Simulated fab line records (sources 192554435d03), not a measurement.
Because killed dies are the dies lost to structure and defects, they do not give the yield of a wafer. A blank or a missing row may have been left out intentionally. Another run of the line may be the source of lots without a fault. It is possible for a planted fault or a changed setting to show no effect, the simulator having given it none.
Matching of chambers :: flow n5_finfet :: N5_DUMMY_GATE_TRIM_49 on rie_si-01: 4 sister chambers
The step chemistry O2, time 29 s, target cd 14 nm. 18 wafers are shown with their chamber, then 9 later ones without.

WAFERS WITH THEIR CHAMBER
wafer: L074.1
chamber: 3
drypump_motor_current_A (A): 5.8
throttle_valve_pct (%): 8.05
oes_product_au (a.u.): 1.046

wafer: L074.2
chamber: 0
drypump_motor_current_A (A): 5.8
throttle_valve_pct (%): 8.15
oes_product_au (a.u.): 1.024

wafer: L074.4
chamber: 2
drypump_motor_current_A (A): 6.5
throttle_valve_pct (%): 8.12
oes_product_au (a.u.): 1.018

wafer: L078.1
chamber: 0
drypump_motor_current_A (A): 5.8
throttle_valve_pct (%): 8.13
oes_product_au (a.u.): 1.028

wafer: L078.2
chamber: 3
drypump_motor_current_A (A): 5.8
throttle_valve_pct (%): 8.04
oes_product_au (a.u.): 1.047

wafer: L078.6
chamber: 1
drypump_motor_current_A (A): 5.7
throttle_valve_pct (%): 8.38
oes_product_au (a.u.): 0.997

wafer: L081.2
chamber: 3
drypump_motor_current_A (A): 5.8
throttle_valve_pct (%): 8.06
oes_product_au (a.u.): 1.037

wafer: L081.5
chamber: 3
drypump_motor_current_A (A): 5.8
throttle_valve_pct (%): 8.05
oes_product_au (a.u.): 1.048

wafer: L081.6
chamber: 2
drypump_motor_current_A (A): 6.5
throttle_valve_pct (%): 8.10
oes_product_au (a.u.): 1.025

wafer: L082.1
chamber: 3
drypump_motor_current_A (A): 5.8
throttle_valve_pct (%): 8.06
oes_product_au (a.u.): 1.024

wafer: L082.3
chamber: 1
drypump_motor_current_A (A): 5.6
throttle_valve_pct (%): 8.37
oes_product_au (a.u.): 0.984

wafer: L082.4
chamber: 0
drypump_motor_current_A (A): 5.8
throttle_valve_pct (%): 8.15
oes_product_au (a.u.): 1.021

wafer: L087.3
chamber: 1
drypump_motor_current_A (A): 5.6
throttle_valve_pct (%): 8.38
oes_product_au (a.u.): 0.987

wafer: L087.5
chamber: 3
drypump_motor_current_A (A): 5.8
throttle_valve_pct (%): 8.05
oes_product_au (a.u.): 1.039

wafer: L087.6
chamber: 0
drypump_motor_current_A (A): 5.8
throttle_valve_pct (%): 8.13
oes_product_au (a.u.): 1.031

wafer: L088.1
chamber: 2
drypump_motor_current_A (A): 6.5
throttle_valve_pct (%): 8.11
oes_product_au (a.u.): 1.010

wafer: L088.5
chamber: 3
drypump_motor_current_A (A): 5.8
throttle_valve_pct (%): 8.06
oes_product_au (a.u.): 1.030

wafer: L088.6
chamber: 0
drypump_motor_current_A (A): 5.8
throttle_valve_pct (%): 8.14
oes_product_au (a.u.): 1.021

SIGNATURES (means of the wafers above)
reading: drypump_motor_current_A
chamber 0: 5.800
chamber 1: 5.633
chamber 2: 6.500
chamber 3: 5.800
scatter within a chamber: 0.0218

reading: throttle_valve_pct
chamber 0: 8.1400
chamber 1: 8.3767
chamber 2: 8.1100
chamber 3: 8.0529
scatter within a chamber: 0.00849

reading: oes_product_au
chamber 0: 1.02500
chamber 1: 0.98933
chamber 2: 1.01767
chamber 3: 1.03871
scatter within a chamber: 0.0075
Rule: for each reading, subtract the chamber's mean from the wafer's reading, divide by that reading's scatter and square the result; add these up over the readings and take the root, which gives the wafer's distance from the chamber. The wafer belongs to the nearest chamber; if the next one is less than 2 further off, it can't be placed. The scatter: the root of (the sum of the squares of (reading less its chamber's mean) over the shown wafers, divided by (wafers less chambers)).

WAFERS WHOSE CHAMBER IS MISSING
wafer: L092.1
drypump_motor_current_A (A): 5.8
throttle_valve_pct (%): 8.05
oes_product_au (a.u.): 1.040

wafer: L092.4
drypump_motor_current_A (A): 6.5
throttle_valve_pct (%): 8.13
oes_product_au (a.u.): 1.015

wafer: L092.6
drypump_motor_current_A (A): 5.8
throttle_valve_pct (%): 8.06
oes_product_au (a.u.): 1.035

wafer: L094.2
drypump_motor_current_A (A): 6.5
throttle_valve_pct (%): 8.12
oes_product_au (a.u.): 1.015

wafer: L094.3
drypump_motor_current_A (A): 5.8
throttle_valve_pct (%): 8.07
oes_product_au (a.u.): 1.037

wafer: L094.5
drypump_motor_current_A (A): 5.6
throttle_valve_pct (%): 8.37
oes_product_au (a.u.): 0.980

wafer: L096.4
drypump_motor_current_A (A): 5.6
throttle_valve_pct (%): 8.40
oes_product_au (a.u.): 0.984

wafer: L096.5
drypump_motor_current_A (A): 5.6
throttle_valve_pct (%): 8.37
oes_product_au (a.u.): 0.982

wafer: L096.6
drypump_motor_current_A (A): 5.8
throttle_valve_pct (%): 8.14
oes_product_au (a.u.): 1.015

CHAMBER TAKEN BY EACH
wafer: L092.1
from the rows above: 3
in truth: 3

wafer: L092.4
from the rows above: 2
in truth: 2

wafer: L092.6
from the rows above: 3
in truth: 3

wafer: L094.2
from the rows above: 2
in truth: 2

wafer: L094.3
from the rows above: 3
in truth: 3

wafer: L094.5
from the rows above: 1
in truth: 1

wafer: L096.4
from the rows above: 1
in truth: 1

wafer: L096.5
from the rows above: 1
in truth: 1

wafer: L096.6
from the rows above: 0
in truth: 0
Correctly placed: 9 of 9. From these rows, 0 cannot be placed. Wrongly placed: 0.
